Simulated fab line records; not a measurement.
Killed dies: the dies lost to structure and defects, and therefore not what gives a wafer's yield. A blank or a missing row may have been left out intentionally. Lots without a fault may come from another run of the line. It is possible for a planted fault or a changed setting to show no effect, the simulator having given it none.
A lot that was struck, set against a sound lot || flow n5-finfet || 38 out of 1938 route steps
Sound: wafers L814.3, L814.4, L814.6. Wafers L826.4, L826.5 were the ones struck. The cause is given at the end.
For every step that has rows: the tool of each side, followed by ch and its chambers, followed by its first start. Under that, the readings that differ: sound wafers || struck wafers || difference of the means || sigmas: that difference in standard deviations of wafers without a fault.
alike: words and numbers the same on both sides, and readings whose means are apart by under 2 such deviations; not compared: readings that were withheld, readings missing a value for some wafer, numbers with overlapping values and no deviation given by the record, and bounds like >300 which may hide the same value.
The two part at a step that has a row with sigmas, a row that says differs or no value, or rows on one side only. Numbers that have no deviation but don't overlap get no sigmas and don't part them. Lack of a reading on every wafer of one side parts them only where that side has two or more wafers.

first, 9 steps without rows for these wafers: N5_BEOL_M10_PEB_26 (peb time 60 s); N5_BEOL_M10_DEVELOP_27 (develop time 30 s); N5_BEOL_M10_DESCUM_33 (chemistry O2, time 7.9 s); N5_BEOL_M10_ETCH_65 (etches SiARC in CF4, target depth 39 nm, time 65 s); N5_BEOL_M10_ETCH_66 (etches SOC in N2/H2, target depth 120 nm, overetch 24 nm, time 180 s); N5_BEOL_M10_STRIP_69 (strips in N2/H2); N5_BEOL_M10_VIA_ETCH_34 (etches SiCOH lowk in C4F6/O2, target depth 184.5 nm, time 69.2 s); N5_BEOL_M10_STRIP_73 (strips in C4F6/O2); N5_BEOL_M10_STRIP_36 (strips in N2/H2).
N5_BEOL_M10_TRENCH_ETCH_37: etches SiCOH lowk in C4F6/O2, target depth 148.83 nm, time 48 s.
  sound on rie-diel-05 ch 1,3, day 13 06:42; struck on rie-diel-05 ch 1,2, day 16 23:34
{"reading": "run-length-s (s)", "sound": "71.4 71.3 72.1", "struck": "59.7 59.9", "difference": -11.8, "sigmas": -25}
{"reading": "time-s (s)", "sound": "48 48 48", "struck": "33.6 33.6", "difference": -14.4, "sigmas": ""}
{"reading": "model.etch.depth-nm (nm)", "sound": "148.7 149.6 148.4", "struck": "103.5 101", "difference": -46.7, "sigmas": ""}
{"reading": "model.BEOL_M10.feature-depth-nm (nm)", "sound": "148.8 149.6 148.4", "struck": "103.6 101", "difference": -46.6, "sigmas": ""}
{"reading": "model.TiN_of_BEOL_M10_HM_DEP_02.thk-nm (nm)", "sound": "16 16.4 16", "struck": "17.6 17.8", "difference": "+1.6", "sigmas": ""}
  alike: drypump-motor-current-A, oes-product-au, rf-vpp-V, showerhead-plenum-p-Torr, throttle-valve-pct
  not compared: rf-hours-counter-h
then, 2 steps without rows for these wafers: N5_BEOL_M10_ETCH_41 (etches SiCN in CH3F/O2, target depth 42.6 nm, time 86 s); N5_BEOL_M10_STRIP_77 (strips in N2/H2, time 10 s).
N5_BEOL_M10_OCD_MEAS_38:
  sound on ocd-01, day 13 06:53; struck on ocd-02, day 16 23:44
{"reading": "trench-depth-nm (nm)", "sound": "149 149 148", "struck": "104 101", "difference": -46, "sigmas": -13}
then, 13 steps without rows for these wafers: N5_BEOL_M10_HM_STRIP_39 (strips TiN in peroxide tin strip, target depth 25 nm, time 158 s); N5_BEOL_M10_SRD_40 (time 30 s); N5_BEOL_M10_PRECLEAN_42 (cleans in residue remover, time 60 s); N5_BEOL_M10_SRD_43 (time 30 s); N5_BEOL_M10_CURE_72 (cures SiCOH lowk, time 120 s); N5_BEOL_M10_DEGAS_44 (time 60 s); N5_BEOL_M10_PRE_CLEAN_45 (time 30 s); N5_BEOL_M10_ALD_74 (deposits TaN, target thk 2 nm, pulse time 2 s, purge time 3 s); N5_BEOL_M10_SURFACE_TREAT_76; N5_BEOL_M10_CVD_75 (deposits Co from CCTBA/H2, target thk 2 nm, time 138.9 s); N5_BEOL_M10_SPUTTER_48 (material Cu, target thk 12 nm, time 2 s); N5_BEOL_M10_ECD_50 (material Cu, target thk 318 nm); N5_BEOL_M10_ANNEAL_51 (time 90 s).
N5_BEOL_M10_CMP_52: polishes, stops on SiCOH lowk, t overpolish 7 s, target thk 140 nm.
  sound on cmp-04 ch 0,1,2, day 13 10:31; struck on cmp-04 ch 2,3, day 17 02:15
{"reading": "model.Cu_of_BEOL_M10_ECD_50.thk-nm (nm)", "sound": "141.2 143 141.8", "struck": "96.6 93", "difference": -47.2, "sigmas": ""}
  alike: edge-zone-pressure-frac, head-pressure-psi, motor-current-A
N5_BEOL_M10_THK_MEAS_53: measures by xrf.
  sound on film-metro-01, day 13 10:49; struck on film-metro-01, day 17 02:28
{"reading": "M10_THK (nm)", "sound": "143 146 145", "struck": "97 93", "difference": -50, "sigmas": -12}
then, 2 steps without rows for these wafers: N5_BEOL_M10_PRE_CLEAN_55 (time 15 s); N5_BEOL_M10_DEP_56 (deposits SiCN from 3MS/NH3, target thk 15 nm, time 26.5 s).
N5_BEOL_M10_RS_MEAS_57: uses a four-point probe to measure.
  sound on film-metro-02, day 13 10:56; struck on film-metro-02, day 17 02:37
{"reading": "M10_RS (ohm/sq)", "sound": "0.150 0.148 0.149", "struck": "0.229 0.240", "difference": "+0.085", "sigmas": "+17"}
then, 5 steps without rows for these wafers: N5_BEOL_M11_ILD_DEP_00 (deposits SiCOH lowk from DEMS/porogen, target thk 308.51 nm, time 58 s); N5_BEOL_M11_CURE_71 (cures SiCOH lowk, time 240 s); N5_BEOL_M11_PECVD_70 (deposits SiO2 from TEOS/O2, target thk 20 nm, time 22.7 s); N5_BEOL_M11_HM_DEP_02 (deposits TiN, target thk 20 nm); N5_BEOL_M11_COAT_59 (time 60 s, resist thk 100 nm).
N5_BEOL_M15_RC_MEAS_101:
  the record has rows for the sound wafers here (prober-01 ch 0, day 14 20:39) and none for the struck ones
N5_PASSIVATION_PROBE_49:
  the record has rows for the sound wafers here (prober-02, day 15 13:16) and none for the struck ones

== WHERE THEY PART ==
At N5_BEOL_M10_TRENCH_ETCH_37 first; at N5_PASSIVATION_PROBE_49 last (within this record only).

WHY: the cause the simulator had injected
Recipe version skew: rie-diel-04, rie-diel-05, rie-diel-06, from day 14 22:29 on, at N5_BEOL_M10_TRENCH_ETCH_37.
